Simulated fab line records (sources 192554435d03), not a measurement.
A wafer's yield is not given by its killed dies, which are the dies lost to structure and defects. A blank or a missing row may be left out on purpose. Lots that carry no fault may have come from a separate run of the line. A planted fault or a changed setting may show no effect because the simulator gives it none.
Which of the tools did it? :: flow n5-finfet :: 12 lots, 32 wafers sampled, at 3 steps of a route of 1938

## WHAT THE GAUGES READ, wafer by wafer
N5_BEOL_M6_INSPECT_58: inspects for defects (darkfield).
lot: L238
measured: day 8 23:05
on: defect-inspect-02
raw-defect-count: 74 75 63

lot: L237
measured: day 8 23:05
on: defect-inspect-01
raw-defect-count: 49 60

lot: L240
measured: day 9 23:38
on: defect-inspect-02
raw-defect-count: 67 66 53

lot: L241
measured: day 10 03:55
on: defect-inspect-02
raw-defect-count: 55 89 97

lot: L243
measured: day 10 12:05
on: defect-inspect-02
raw-defect-count: 113 57 80

lot: L245
measured: day 11 03:18
on: defect-inspect-02
raw-defect-count: 102 80

lot: L246
measured: day 11 16:26
on: defect-inspect-02
raw-defect-count: 52 57 51

lot: L248
measured: day 11 19:43
on: defect-inspect-02
raw-defect-count: 48 73

lot: L247
measured: day 11 21:05
on: defect-inspect-01
raw-defect-count: 41 65 69

lot: L250
measured: day 11 23:47
on: defect-inspect-01
raw-defect-count: 55 75 81

lot: L254
measured: day 13 06:56
on: defect-inspect-01
raw-defect-count: 29 42 45

lot: L259
measured: day 14 14:59
on: defect-inspect-02
raw-defect-count: 99 89

## WHICH TOOL RAN EACH LOT (tool, then ch and the chambers of the sampled wafers, then the start)
lot: L238
N5_BEOL_M6_TRENCH_ETCH_37: rie-diel-02 ch 0,2, day 8 22:42 or earlier
N5_BEOL_M6_DEP_56: pecvd-02 ch 0,1,2, day 8 22:42

lot: L237
N5_BEOL_M6_TRENCH_ETCH_37: rie-diel-03 ch 0,3, day 8 22:44 or earlier
N5_BEOL_M6_DEP_56: pecvd-03 ch 0,2, day 8 22:44

lot: L240
N5_BEOL_M6_TRENCH_ETCH_37: rie-diel-03 ch 0,1,3, day 9 23:33 or earlier
N5_BEOL_M6_DEP_56: pecvd-04 ch 0,1, day 9 23:33

lot: L241
N5_BEOL_M6_TRENCH_ETCH_37: rie-diel-06 ch 1,2, day 10 03:50 or earlier
N5_BEOL_M6_DEP_56: pecvd-03 ch 0,2, day 10 03:50

lot: L243
N5_BEOL_M6_TRENCH_ETCH_37: rie-diel-03 ch 2,3, day 10 12:00 or earlier
N5_BEOL_M6_DEP_56: pecvd-04 ch 0,2, day 10 12:00

lot: L245
N5_BEOL_M6_TRENCH_ETCH_37: rie-diel-03 ch 0,1, day 11 03:13 or earlier
N5_BEOL_M6_DEP_56: pecvd-02 ch 1,2, day 11 03:13

lot: L246
N5_BEOL_M6_TRENCH_ETCH_37: rie-diel-06 ch 0,1,3, day 11 16:22 or earlier
N5_BEOL_M6_DEP_56: pecvd-02 ch 0,1,2, day 11 16:22

lot: L248
N5_BEOL_M6_TRENCH_ETCH_37: rie-diel-03 ch 1,2, day 11 19:37 or earlier
N5_BEOL_M6_DEP_56: pecvd-04 ch 0,1, day 11 19:37

lot: L247
N5_BEOL_M6_TRENCH_ETCH_37: rie-diel-06 ch 0,1, day 11 20:58 or earlier
N5_BEOL_M6_DEP_56: pecvd-04 ch 1, day 11 20:58

lot: L250
N5_BEOL_M6_TRENCH_ETCH_37: rie-diel-03 ch 0,2,3, day 11 23:41 or earlier
N5_BEOL_M6_DEP_56: pecvd-03 ch 0,1,2, day 11 23:41

lot: L254
N5_BEOL_M6_TRENCH_ETCH_37: rie-diel-06 ch 0,1,2, day 13 06:50 or earlier
N5_BEOL_M6_DEP_56: pecvd-04 ch 0,1,2, day 13 06:50

lot: L259
N5_BEOL_M6_TRENCH_ETCH_37: rie-diel-06 ch 0,3, day 14 14:53 or earlier
N5_BEOL_M6_DEP_56: pecvd-03 ch 0,1, day 14 14:53
- N5_BEOL_M6_TRENCH_ETCH_37: etches SiCOH lowk in C4F6/O2, target depth 94.435 nm, time 31.5 s.
- N5_BEOL_M6_DEP_56: deposits SiCN from 3MS/NH3, target thk 10 nm, time 17.5 s.

## WHAT THE TOOLS THEMSELVES READ (means of the sampled wafers that have a number; where no wafer has one, the mark that the record gives instead)
N5_BEOL_M6_TRENCH_ETCH_37.
lot: L238
tool: rie-diel-02
drypump-motor-current-A (A): 6.2
oes-product-au (a.u.): 0.85
rf-vpp-V (V): 663
showerhead-plenum-p-Torr (Torr): 2.80
throttle-valve-pct (%): 21.16

lot: L237
tool: rie-diel-03
drypump-motor-current-A (A): 5.9
oes-product-au (a.u.): 0.84
rf-vpp-V (V): 678
showerhead-plenum-p-Torr (Torr): 2.88
throttle-valve-pct (%): 21.02

lot: L240
tool: rie-diel-03
drypump-motor-current-A (A): 5.8
oes-product-au (a.u.): 0.85
rf-vpp-V (V): 668
showerhead-plenum-p-Torr (Torr): 2.92
throttle-valve-pct (%): 20.90

lot: L241
tool: rie-diel-06
drypump-motor-current-A (A): 5.8
oes-product-au (a.u.): 0.80
rf-vpp-V (V): 664
showerhead-plenum-p-Torr (Torr): 2.79
throttle-valve-pct (%): 20.75

lot: L243
tool: rie-diel-03
drypump-motor-current-A (A): 5.6
oes-product-au (a.u.): 0.84
rf-vpp-V (V): 681
showerhead-plenum-p-Torr (Torr): 2.92
throttle-valve-pct (%): 20.84

lot: L245
tool: rie-diel-03
drypump-motor-current-A (A): 5.9
oes-product-au (a.u.): 0.83
rf-vpp-V (V): 652
showerhead-plenum-p-Torr (Torr): 2.93
throttle-valve-pct (%): 21.00

lot: L246
tool: rie-diel-06
drypump-motor-current-A (A): 6.0
oes-product-au (a.u.): 0.80
rf-vpp-V (V): 670
showerhead-plenum-p-Torr (Torr): 2.90
throttle-valve-pct (%): 20.70

lot: L248
tool: rie-diel-03
drypump-motor-current-A (A): 5.5
oes-product-au (a.u.): 0.87
rf-vpp-V (V): 646
showerhead-plenum-p-Torr (Torr): 2.99
throttle-valve-pct (%): 20.84

lot: L247
tool: rie-diel-06
drypump-motor-current-A (A): 6.1
oes-product-au (a.u.): 0.77
rf-vpp-V (V): 668
showerhead-plenum-p-Torr (Torr): 2.82
throttle-valve-pct (%): 20.74

lot: L250
tool: rie-diel-03
drypump-motor-current-A (A): 5.7
oes-product-au (a.u.): 0.81
rf-vpp-V (V): 667
showerhead-plenum-p-Torr (Torr): 2.91
throttle-valve-pct (%): 21.06

lot: L254
tool: rie-diel-06
drypump-motor-current-A (A): 5.8
oes-product-au (a.u.): 0.79
rf-vpp-V (V): 669
showerhead-plenum-p-Torr (Torr): 2.86
throttle-valve-pct (%): 20.65

lot: L259
tool: rie-diel-06
drypump-motor-current-A (A): 6.0
oes-product-au (a.u.): 0.80
rf-vpp-V (V): 674
showerhead-plenum-p-Torr (Torr): 2.98
throttle-valve-pct (%): 20.63

N5_BEOL_M6_DEP_56.
lot: L238
tool: pecvd-02
showerhead-plenum-p-Torr (Torr): 3.667
throttle-valve-pct (%): 9.2

lot: L237
tool: pecvd-03
showerhead-plenum-p-Torr (Torr): 3.671
throttle-valve-pct (%): 8.8

lot: L240
tool: pecvd-04
showerhead-plenum-p-Torr (Torr): 3.659
throttle-valve-pct (%): 8.9

lot: L241
tool: pecvd-03
showerhead-plenum-p-Torr (Torr): 3.680
throttle-valve-pct (%): 8.8

lot: L243
tool: pecvd-04
showerhead-plenum-p-Torr (Torr): 3.656
throttle-valve-pct (%): 9.1

lot: L245
tool: pecvd-02
showerhead-plenum-p-Torr (Torr): 3.672
throttle-valve-pct (%): 9.2

lot: L246
tool: pecvd-02
showerhead-plenum-p-Torr (Torr): 3.667
throttle-valve-pct (%): 9.4

lot: L248
tool: pecvd-04
showerhead-plenum-p-Torr (Torr): 3.659
throttle-valve-pct (%): 9.1

lot: L247
tool: pecvd-04
showerhead-plenum-p-Torr (Torr): 3.660
throttle-valve-pct (%): 9.0

lot: L250
tool: pecvd-03
showerhead-plenum-p-Torr (Torr): 3.673
throttle-valve-pct (%): 9.0

lot: L254
tool: pecvd-04
showerhead-plenum-p-Torr (Torr): 3.660
throttle-valve-pct (%): 8.8

lot: L259
tool: pecvd-03
showerhead-plenum-p-Torr (Torr): 3.669
throttle-valve-pct (%): 9.3

## THE ANSWER, worked out from the rows above alone
Rule: the lots themselves supply what counts as usual. The widest of any qualifying gaps counts: lots, ordered by their means at a reading, are off when they make up no more than a third of the lots, leave a main group of 4 or more, and stand apart from it by 3 or more times the standard deviation of that group's means. A main group is skipped when, at the precision printed for the reading in the tables above, its means are all equal. Also off: a lot with no number at a reading for which 4 or more lots have one. Any other lot the step has rows for is counted as sound. Order of review: gauges by route order, followed by the tools' own readings, for which a lot's mean as printed above is used. The first step at which some lot is off is used, and at that step the reading that is off furthest; a lot without a number counts as furthest.
No lot is off on any of the readings shown, so nothing can be concluded from this.

## WHAT THE SIMULATOR PUT IN
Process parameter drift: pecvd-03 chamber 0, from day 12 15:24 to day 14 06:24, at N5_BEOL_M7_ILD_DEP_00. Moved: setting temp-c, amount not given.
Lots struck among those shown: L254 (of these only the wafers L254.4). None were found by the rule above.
